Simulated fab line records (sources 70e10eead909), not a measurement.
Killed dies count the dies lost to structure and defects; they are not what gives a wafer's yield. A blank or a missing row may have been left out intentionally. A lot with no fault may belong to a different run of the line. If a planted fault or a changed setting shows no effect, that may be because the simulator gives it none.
fab line records / flow nand-harc
record: lots: 6 wafers: 18 last-day: 33
route steps=1302 shown A_SOURCE_PLATE@418 A_ONON_D1@424
lots that met no fault: from a run of the same line without faults
start-h: hours from the record's opening day to when the first of the lot's shown wafers began / wait-h: hours from the lot's prior step to this one / " as in the row above / L1.1+2: a row that stands for several wafers / - no value, or no start given / * or withheld: withheld / < > ~ a bound
route shown NAME@n: a module of which the file shows steps, and the number in the route of the first / usual: mean/standard deviation of fault-free wafers / same: alike in all rows / chamber/n: place in a boat / sites: each site's reading / _std_site: the standard deviation of these / _edge_site: mean of outer sites minus mean of inner sites / radius-mm: how far each site lies from the wafer's centre / mask NAME#n: copy n / behind: tool/chamber where the wafer was last shaped / hold: why the lot was held/for how many hours/how that ended / device: names the non-switching transistor (n, p or np) / end of line: tests of these same wafers at the route's end / a step without rows: its recipe alone / killed: at the first sort, the dies lost to defects and structure; wafer yield is something else / map: per-die view of a wafer (x killed, . not killed, _ where there is no die)
set.NAME: setting as actually run; set.NAME@STEP: the setting as run at that earlier step / model.NAME: the simulator's own value behind a step, which no gauge read
lots seen at some steps along the route; tables by step, rows by wafer
services: when a tool's chamber went out of use (start-h, in hours from the record's first day, below 0 if earlier), for how many hours, and the reason
== steps ==
step: NHARC_A_SOURCE_PLATE_CVD_03
recipe: target-thk-a: 2000 temp-c: 620 pressure-mtorr: 200 time-s: 4000 material: poly-Si
step: NHARC_A_SOURCE_PLATE_ANNEAL_05
recipe: temp-c: 850 time-s: 1800
step: NHARC_A_SOURCE_PLATE_THK_MEAS_06
recipe: thk-meas-gauge: ellipsometry
usual: thk-nm: 199.9/2.3
lot.wafer=L930.1 tool=film-metro-02 chamber=- start-h=177.50 wait-h=0.4 thk-nm=202.3
lot.wafer=L930.5 tool=film-metro-02 chamber=- start-h=177.50 wait-h=0.4 thk-nm=198.2
lot.wafer=L930.6 tool=film-metro-02 chamber=- start-h=177.50 wait-h=0.4 thk-nm=200.2
lot.wafer=L937.2 tool=film-metro-01 chamber=- start-h=238.84 wait-h=0.4 thk-nm=199.5
lot.wafer=L937.3 tool=film-metro-01 chamber=- start-h=238.84 wait-h=0.4 thk-nm=199.8
lot.wafer=L937.6 tool=film-metro-01 chamber=- start-h=238.84 wait-h=0.4 thk-nm=199.9
lot.wafer=L943.2 tool=film-metro-02 chamber=- start-h=313.98 wait-h=0.4 thk-nm=204.2
lot.wafer=L943.4 tool=film-metro-02 chamber=- start-h=313.98 wait-h=0.4 thk-nm=203.7
lot.wafer=L943.6 tool=film-metro-02 chamber=- start-h=313.98 wait-h=0.4 thk-nm=205.2
lot.wafer=L946.1 tool=film-metro-01 chamber=- start-h=340.14 wait-h=0.4 thk-nm=197.5
lot.wafer=L946.2 tool=film-metro-01 chamber=- start-h=340.14 wait-h=0.4 thk-nm=199.5
lot.wafer=L946.3 tool=film-metro-01 chamber=- start-h=340.14 wait-h=0.4 thk-nm=200.0
lot.wafer=L950.2 tool=film-metro-01 chamber=- start-h=365.58 wait-h=0.4 thk-nm=197.2
lot.wafer=L950.4 tool=film-metro-01 chamber=- start-h=365.58 wait-h=0.4 thk-nm=198.1
lot.wafer=L950.6 tool=film-metro-01 chamber=- start-h=365.58 wait-h=0.4 thk-nm=197.9
lot.wafer=L952.2 tool=film-metro-02 chamber=- start-h=394.19 wait-h=0.4 thk-nm=198.2
lot.wafer=L952.5 tool=film-metro-02 chamber=- start-h=394.19 wait-h=0.4 thk-nm=199.3
lot.wafer=L952.6 tool=film-metro-02 chamber=- start-h=394.19 wait-h=0.4 thk-nm=200.6
step: NHARC_A_SOURCE_PLATE_INSPECT_08
usual: raw-defect-count: 57/20
lot.wafer=L930.1 tool=defect-inspect-02 chamber=- start-h=177.57 wait-h=0.0 raw-defect-count=95
lot.wafer=L930.5 tool=defect-inspect-02 chamber=- start-h=177.57 wait-h=0.0 raw-defect-count=44
lot.wafer=L930.6 tool=defect-inspect-02 chamber=- start-h=177.57 wait-h=0.0 raw-defect-count=63
lot.wafer=L937.2 tool=defect-inspect-01 chamber=- start-h=238.94 wait-h=0.0 raw-defect-count=33
lot.wafer=L937.3 tool=defect-inspect-01 chamber=- start-h=238.94 wait-h=0.0 raw-defect-count=47
lot.wafer=L937.6 tool=defect-inspect-01 chamber=- start-h=238.94 wait-h=0.0 raw-defect-count=81
lot.wafer=L943.2 tool=defect-inspect-01 chamber=- start-h=314.04 wait-h=0.0 raw-defect-count=73
lot.wafer=L943.4 tool=defect-inspect-01 chamber=- start-h=314.04 wait-h=0.0 raw-defect-count=61
lot.wafer=L943.6 tool=defect-inspect-01 chamber=- start-h=314.04 wait-h=0.0 raw-defect-count=59
lot.wafer=L946.1 tool=defect-inspect-02 chamber=- start-h=340.23 wait-h=0.0 raw-defect-count=41
lot.wafer=L946.2 tool=defect-inspect-02 chamber=- start-h=340.23 wait-h=0.0 raw-defect-count=37
lot.wafer=L946.3 tool=defect-inspect-02 chamber=- start-h=340.23 wait-h=0.0 raw-defect-count=31
lot.wafer=L950.2 tool=defect-inspect-02 chamber=- start-h=365.64 wait-h=0.0 raw-defect-count=32
lot.wafer=L950.4 tool=defect-inspect-02 chamber=- start-h=365.64 wait-h=0.0 raw-defect-count=46
lot.wafer=L950.6 tool=defect-inspect-02 chamber=- start-h=365.64 wait-h=0.0 raw-defect-count=26
lot.wafer=L952.2 tool=defect-inspect-01 chamber=- start-h=394.30 wait-h=0.0 raw-defect-count=73
lot.wafer=L952.5 tool=defect-inspect-01 chamber=- start-h=394.30 wait-h=0.0 raw-defect-count=68
lot.wafer=L952.6 tool=defect-inspect-01 chamber=- start-h=394.30 wait-h=0.0 raw-defect-count=75
step: NHARC_A_ONON_D1_DEP_00
recipe: target-thk-a: 10000 n2-flow-sccm: 2750 n2o-flow-sccm: 2000 nh3-flow-sccm: 500 sih4-flow-sccm: 210 temp-c: 400
step: NHARC_A_ONON_D1_THK_MEAS_02
recipe: thk-meas-gauge: ellipsometry
usual: thk-nm: 997/12
lot.wafer=L930.1 tool=film-metro-02 chamber=- start-h=178.14 wait-h=- thk-nm=991
lot.wafer=L930.5 tool=film-metro-02 chamber=- start-h=178.14 wait-h=- thk-nm=993
lot.wafer=L930.6 tool=film-metro-02 chamber=- start-h=178.14 wait-h=- thk-nm=992
lot.wafer=L937.2 tool=film-metro-01 chamber=- start-h=239.54 wait-h=- thk-nm=996
lot.wafer=L937.3 tool=film-metro-01 chamber=- start-h=239.54 wait-h=- thk-nm=995
lot.wafer=L937.6 tool=film-metro-01 chamber=- start-h=239.54 wait-h=- thk-nm=996
lot.wafer=L943.2 tool=film-metro-02 chamber=- start-h=314.61 wait-h=- thk-nm=980
lot.wafer=L943.4 tool=film-metro-02 chamber=- start-h=314.61 wait-h=- thk-nm=981
lot.wafer=L943.6 tool=film-metro-02 chamber=- start-h=314.61 wait-h=- thk-nm=978
lot.wafer=L946.1 tool=film-metro-02 chamber=- start-h=340.80 wait-h=- thk-nm=1001
lot.wafer=L946.2 tool=film-metro-02 chamber=- start-h=340.80 wait-h=- thk-nm=1002
lot.wafer=L946.3 tool=film-metro-02 chamber=- start-h=340.80 wait-h=- thk-nm=1003
lot.wafer=L950.2 tool=film-metro-01 chamber=- start-h=366.22 wait-h=- thk-nm=985
lot.wafer=L950.4 tool=film-metro-01 chamber=- start-h=366.22 wait-h=- thk-nm=986
lot.wafer=L950.6 tool=film-metro-01 chamber=- start-h=366.22 wait-h=- thk-nm=987
lot.wafer=L952.2 tool=film-metro-02 chamber=- start-h=394.88 wait-h=- thk-nm=1000
lot.wafer=L952.5 tool=film-metro-02 chamber=- start-h=394.88 wait-h=- thk-nm=1000
lot.wafer=L952.6 tool=film-metro-02 chamber=- start-h=394.88 wait-h=- thk-nm=1003
step: NHARC_A_ONON_D1_DEP_03
recipe: target-thk-a: 10000 n2-flow-sccm: 2750 n2o-flow-sccm: 2000 nh3-flow-sccm: 500 sih4-flow-sccm: 210 temp-c: 400
step: NHARC_A_ONON_D1_THK_MEAS_05
recipe: thk-meas-gauge: ellipsometry
usual: thk-nm: 1000/9.7
lot.wafer=L930.1 tool=film-metro-02 chamber=- start-h=178.71 wait-h=- thk-nm=1003
lot.wafer=L930.5 tool=film-metro-02 chamber=- start-h=178.71 wait-h=- thk-nm=1002
lot.wafer=L930.6 tool=film-metro-02 chamber=- start-h=178.71 wait-h=- thk-nm=1002
lot.wafer=L937.2 tool=film-metro-01 chamber=- start-h=240.11 wait-h=- thk-nm=999
lot.wafer=L937.3 tool=film-metro-01 chamber=- start-h=240.11 wait-h=- thk-nm=1001
lot.wafer=L937.6 tool=film-metro-01 chamber=- start-h=240.11 wait-h=- thk-nm=999
lot.wafer=L943.2 tool=film-metro-01 chamber=- start-h=315.18 wait-h=- thk-nm=991
lot.wafer=L943.4 tool=film-metro-01 chamber=- start-h=315.18 wait-h=- thk-nm=992
lot.wafer=L943.6 tool=film-metro-01 chamber=- start-h=315.18 wait-h=- thk-nm=991
lot.wafer=L946.1 tool=film-metro-01 chamber=- start-h=341.38 wait-h=- thk-nm=1012
lot.wafer=L946.2 tool=film-metro-01 chamber=- start-h=341.38 wait-h=- thk-nm=1011
lot.wafer=L946.3 tool=film-metro-01 chamber=- start-h=341.38 wait-h=- thk-nm=1011
lot.wafer=L950.2 tool=film-metro-02 chamber=- start-h=366.79 wait-h=- thk-nm=1011
lot.wafer=L950.4 tool=film-metro-02 chamber=- start-h=366.79 wait-h=- thk-nm=1011
lot.wafer=L950.6 tool=film-metro-02 chamber=- start-h=366.79 wait-h=- thk-nm=1010
lot.wafer=L952.2 tool=film-metro-01 chamber=- start-h=395.44 wait-h=- thk-nm=1009
lot.wafer=L952.5 tool=film-metro-01 chamber=- start-h=395.44 wait-h=- thk-nm=1007
lot.wafer=L952.6 tool=film-metro-01 chamber=- start-h=395.44 wait-h=- thk-nm=1010
step: NHARC_A_ONON_D1_DEP_06
recipe: target-thk-a: 10000 n2-flow-sccm: 2750 n2o-flow-sccm: 2000 nh3-flow-sccm: 500 sih4-flow-sccm: 210 temp-c: 400
step: NHARC_A_ONON_D1_THK_MEAS_08
recipe: thk-meas-gauge: ellipsometry
usual: thk-nm: 1001/11
lot.wafer=L930.1 tool=film-metro-01 chamber=- start-h=179.28 wait-h=- thk-nm=1003
lot.wafer=L930.5 tool=film-metro-01 chamber=- start-h=179.28 wait-h=- thk-nm=1000
lot.wafer=L930.6 tool=film-metro-01 chamber=- start-h=179.28 wait-h=- thk-nm=1002
lot.wafer=L937.2 tool=film-metro-02 chamber=- start-h=240.68 wait-h=- thk-nm=1006
lot.wafer=L937.3 tool=film-metro-02 chamber=- start-h=240.68 wait-h=- thk-nm=1007
lot.wafer=L937.6 tool=film-metro-02 chamber=- start-h=240.68 wait-h=- thk-nm=1007
lot.wafer=L943.2 tool=film-metro-02 chamber=- start-h=315.75 wait-h=- thk-nm=1004
lot.wafer=L943.4 tool=film-metro-02 chamber=- start-h=315.75 wait-h=- thk-nm=1006
lot.wafer=L943.6 tool=film-metro-02 chamber=- start-h=315.75 wait-h=- thk-nm=1005
lot.wafer=L946.1 tool=film-metro-02 chamber=- start-h=341.94 wait-h=- thk-nm=1014
lot.wafer=L946.2 tool=film-metro-02 chamber=- start-h=341.94 wait-h=- thk-nm=1012
lot.wafer=L946.3 tool=film-metro-02 chamber=- start-h=341.94 wait-h=- thk-nm=1012
lot.wafer=L950.2 tool=film-metro-02 chamber=- start-h=367.36 wait-h=- thk-nm=989
lot.wafer=L950.4 tool=film-metro-02 chamber=- start-h=367.36 wait-h=- thk-nm=989
lot.wafer=L950.6 tool=film-metro-02 chamber=- start-h=367.36 wait-h=- thk-nm=988
lot.wafer=L952.2 tool=film-metro-01 chamber=- start-h=396.01 wait-h=- thk-nm=1027
lot.wafer=L952.5 tool=film-metro-01 chamber=- start-h=396.01 wait-h=- thk-nm=1025
lot.wafer=L952.6 tool=film-metro-01 chamber=- start-h=396.01 wait-h=- thk-nm=1027
step: NHARC_A_ONON_D1_DEP_09
recipe: target-thk-a: 10000 n2-flow-sccm: 2750 n2o-flow-sccm: 2000 nh3-flow-sccm: 500 sih4-flow-sccm: 210 temp-c: 400
lot.wafer=L930.1+5+6 tool=pecvd-onon-02 chamber=0 start-h=179.33 wait-h=0.1
lot.wafer=L937.2+3+6 tool=pecvd-onon-04 chamber=0 start-h=240.79 wait-h=0.1
lot.wafer=L943.2+4+6 tool=pecvd-onon-02 chamber=0 start-h=315.86 wait-h=0.1
lot.wafer=L946.1+2+3 tool=pecvd-onon-02 chamber=0 start-h=341.99 wait-h=0.1
lot.wafer=L950.2+4+6 tool=pecvd-onon-04 chamber=0 start-h=367.61 wait-h=0.2
lot.wafer=L952.2+5+6 tool=pecvd-onon-01 chamber=0 start-h=396.12 wait-h=0.1
step: NHARC_A_ONON_D1_THK_MEAS_11
recipe: thk-meas-gauge: ellipsometry
usual: thk-nm: 1001/9.6
lot.wafer=L930.1 tool=film-metro-02 chamber=- start-h=179.84 wait-h=- thk-nm=992
lot.wafer=L930.5 tool=film-metro-02 chamber=- start-h=179.84 wait-h=- thk-nm=993
lot.wafer=L930.6 tool=film-metro-02 chamber=- start-h=179.84 wait-h=- thk-nm=993
lot.wafer=L937.2 tool=film-metro-02 chamber=- start-h=241.24 wait-h=- thk-nm=990
lot.wafer=L937.3 tool=film-metro-02 chamber=- start-h=241.24 wait-h=- thk-nm=993
lot.wafer=L937.6 tool=film-metro-02 chamber=- start-h=241.24 wait-h=- thk-nm=989
lot.wafer=L943.2 tool=film-metro-02 chamber=- start-h=316.31 wait-h=- thk-nm=1009
lot.wafer=L943.4 tool=film-metro-02 chamber=- start-h=316.31 wait-h=- thk-nm=1010
lot.wafer=L943.6 tool=film-metro-02 chamber=- start-h=316.31 wait-h=- thk-nm=914
lot.wafer=L946.1 tool=film-metro-02 chamber=- start-h=342.51 wait-h=- thk-nm=1018
lot.wafer=L946.2 tool=film-metro-02 chamber=- start-h=342.51 wait-h=- thk-nm=1018
lot.wafer=L946.3 tool=film-metro-02 chamber=- start-h=342.51 wait-h=- thk-nm=921
lot.wafer=L950.2 tool=film-metro-01 chamber=- start-h=368.06 wait-h=- thk-nm=997
lot.wafer=L950.4 tool=film-metro-01 chamber=- start-h=368.06 wait-h=- thk-nm=998
lot.wafer=L950.6 tool=film-metro-01 chamber=- start-h=368.06 wait-h=- thk-nm=997
lot.wafer=L952.2 tool=film-metro-01 chamber=- start-h=396.57 wait-h=- thk-nm=994
lot.wafer=L952.5 tool=film-metro-01 chamber=- start-h=396.57 wait-h=- thk-nm=994
lot.wafer=L952.6 tool=film-metro-01 chamber=- start-h=396.57 wait-h=- thk-nm=993
step: NHARC_A_ONON_D1_DEP_12
recipe: target-thk-a: 10000 n2-flow-sccm: 2750 n2o-flow-sccm: 2000 nh3-flow-sccm: 500 sih4-flow-sccm: 210 temp-c: 400
== services ==
tool=pecvd-onon-02 chamber=- start-h=185.00 hours=13.0 kind=pm
tool=pecvd-onon-01 chamber=- start-h=269.34 hours=13.0 kind=pm
tool=pecvd-onon-02 chamber=- start-h=298.05 hours=13.9 kind=repair
tool=pecvd-onon-04 chamber=- start-h=311.11 hours=13.0 kind=pm
tool=pecvd-onon-02 chamber=- start-h=366.00 hours=13.0 kind=pm
== key ==
first-sign: step: NHARC_A_ONON_D1_THK_MEAS_11 reading: thk-nm direction: down sigmas: 8.7 usual: 1001 struck: 918
effect none on later readings
met-at NHARC_A_ONON_D1_DEP_09
struck-wafers L943.6,L946.3
later-rows-left-out L943.6,L946.3
sort-left-out L943.6,L946.3
tester-left-out L943,L946
onset-between 179.33 315.86
fault: kind: process-parameter-drift tool: pecvd-onon-02 chamber: - onset-h: 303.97 steps: NHARC_A_ONON_D1_DEP_09 channel: target-thk-a offset: * shape: step end-h: 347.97 scope: struck-wafers-only acts-in: * stated: *
tester-left-out: of these lots the tester's yield and bins aren't shown, on N5 and GAA mostly nor the transistor test; their killed dies are dies lost to structure and defects alone, not to doping, threshold or leakage, so they don't give the yield
sort-left-out: the simulated sort isn't trusted on such a fault, so these wafers' sort isn't shown, and their yield isn't known
later-rows-left-out: the simulator's readings of these wafers behind a module that went badly wrong aren't trusted and aren't shown, but for the sort
